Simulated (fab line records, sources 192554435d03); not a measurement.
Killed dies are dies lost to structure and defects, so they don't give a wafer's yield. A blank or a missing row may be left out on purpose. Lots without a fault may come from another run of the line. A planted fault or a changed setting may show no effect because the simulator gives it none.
Split-lot experiment | flow n5_finfet | 7 lots, 21 wafers read, on a route of 1938 steps

THE SPLIT
At N5_SD_EPI_P_EPI_21 (deposits SiGe:B, time 355 s), the setting temp_c was moved away from the recipe's 550 C on 9 of the 21 wafers read, by -0.7% to +0.7%. The other wafers ran this setting at the recipe's value.

FROM THE SPLIT TO THE READING: what the file shows between them, 5 steps
- N5_SD_EPI_P_EPI_MEAS_23
- N5_SD_EPI_P_HM_STRIP_48: strips SiNx in H3PO4, material SiNx, target depth 3 nm
- N5_SD_EPI_P_SRD_49: time 30 s
- N5_SD_EPI_P_PRECLEAN_24: cleans in O3/DIW, time 45 s
- N5_SD_ACTIVATION_LSA_01: time 0.0008 s (also split here: temp_c)

THE READING
RS_SD_P, in ohm/sq, at N5_SD_ACTIVATION_RS_MEAS_03 (measures by four-point-probe). Fault-free wafers of this fab line usually give 56.3 ohm/sq, standard deviation 0.91 ohm/sq.

wafer  | tool, chamber at the split | temp_c as run, C | against the recipe | RS_SD_P, ohm/sq | against lot-mates on the recipe
L076.2 | epi_rpcvd-03, 0            | 550              | recipe             | 56.2            | -
L076.4 | epi_rpcvd-03, 0            | 547.5            | -0.5%              | 60.2            | +4.0
L076.5 | epi_rpcvd-03, 0            | 547.5            | -0.5%              | 60.5            | +4.3
L083.3 | epi_rpcvd-04, 0            | 552.1            | +0.4%              | 50.9            | -3.5
L083.4 | epi_rpcvd-04, 0            | 552.1            | +0.4%              | 52.2            | -2.2
L083.5 | epi_rpcvd-04, 0            | 550              | recipe             | 54.4            | -
L085.3 | epi_rpcvd-01, 0            | 550              | recipe             | 56.5            | -
L085.4 | epi_rpcvd-01, 0            | 553.8            | +0.7%              | 50.3            | -5.6
L085.5 | epi_rpcvd-01, 0            | 550              | recipe             | 55.3            | -
L086.1 | epi_rpcvd-04, 0            | 550              | recipe             | 56.8            | -
L086.3 | epi_rpcvd-04, 0            | 550              | recipe             | 56.7            | -
L086.5 | epi_rpcvd-04, 0            | 550              | recipe             | 57.1            | -
L088.2 | epi_rpcvd-01, 0            | 546.1            | -0.7%              | 61.1            | +5.1
L088.3 | epi_rpcvd-01, 0            | 550              | recipe             | 56.1            | -
L088.6 | epi_rpcvd-01, 0            | 550              | recipe             | 55.9            | -
L089.1 | epi_rpcvd-04, 0            | 546.7            | -0.6%              | 62.1            | no lot-mate on the recipe
L089.3 | epi_rpcvd-04, 0            | 546.7            | -0.6%              | 60.8            | no lot-mate on the recipe
L089.4 | epi_rpcvd-04, 0            | 546.7            | -0.6%              | 61.7            | no lot-mate on the recipe
L095.2 | epi_rpcvd-04, 0            | 550              | recipe             | 57.1            | -
L095.3 | epi_rpcvd-04, 0            | 550              | recipe             | 56.4            | -
L095.5 | epi_rpcvd-04, 0            | 550              | recipe             | 56.6            | -

THE FIT
A straight line over all 21 wafers: RS_SD_P changes by -8.95 ohm/sq for each +1% of temp_c; r = -0.97; the points scatter about the line by 0.84 ohm/sq.
The same after taking each lot's own level away (the mean of its wafers on the recipe; 18 wafers): -7.97 ohm/sq for each +1%; r = -0.99; scatter 0.42 ohm/sq.
On that fit, the largest move of temp_c shifts the reading by 5.7 ohm/sq.
The lots' own levels span 54.40 to 56.87 ohm/sq, that is 2.7 times the standard deviation above.
So the lot-to-lot level changes the slope: the two fits differ.
Check: with one of the wafers moved furthest among these (-0.7%) left out of the fit, the line predicts +6.01 ohm/sq for it against its lot-mates. It came out at +5.1 ohm/sq against them.

OTHER SPLITS ON THESE WAFERS
These wafers also went through other splits before the reading. Each is held against what the fit with the lots' levels taken away leaves over:
other split on the same wafers | wafers away from the commonest value | r with RS_SD_P (lot level and that fit taken away)
N5_SD_ACTIVATION_LSA_01 temp_c | 4                                    | -0.22

THE WHOLE CHAIN: every reading that the file lists as answering this split, in the file's order
step                        | what it does                                           | reading                                                                           | change (the file's fit)              | r (the file's)
N5_SD_EPI_P_EPI_21          | deposits SiGe:B, time 355 s                            | SiGe-B_of_SD_EPI_P_EPI_21.thk_nm (the simulator's own value, which no gauge read) | +7.76 nm for each +1% of the setting | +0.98
N5_SD_EPI_P_EPI_MEAS_23     |                                                        | thk_nm                                                                            | withheld for each +1% of the setting | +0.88
N5_SD_EPI_P_HM_STRIP_48     | strips SiNx in H3PO4, material SiNx, target depth 3 nm | SiGe-B_of_SD_EPI_P_EPI_21.thk_nm (the simulator's own value, which no gauge read) | +7.58 nm for each +1% of the setting | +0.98
N5_SD_EPI_P_PRECLEAN_24     | cleans in O3/DIW, time 45 s                            | SiGe-B_of_SD_EPI_P_EPI_21.thk_nm (the simulator's own value, which no gauge read) | +7.71 nm for each +1% of the setting | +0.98
N5_SD_ACTIVATION_RS_MEAS_03 | measures by four-point-probe                           | RS_SD_P                                                                           | -7.85 for each +1% of the setting    | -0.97

THE FILE'S OWN FIT
RS_SD_P changes by -7.85 ohm/sq for each +1% of temp_c, r = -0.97.
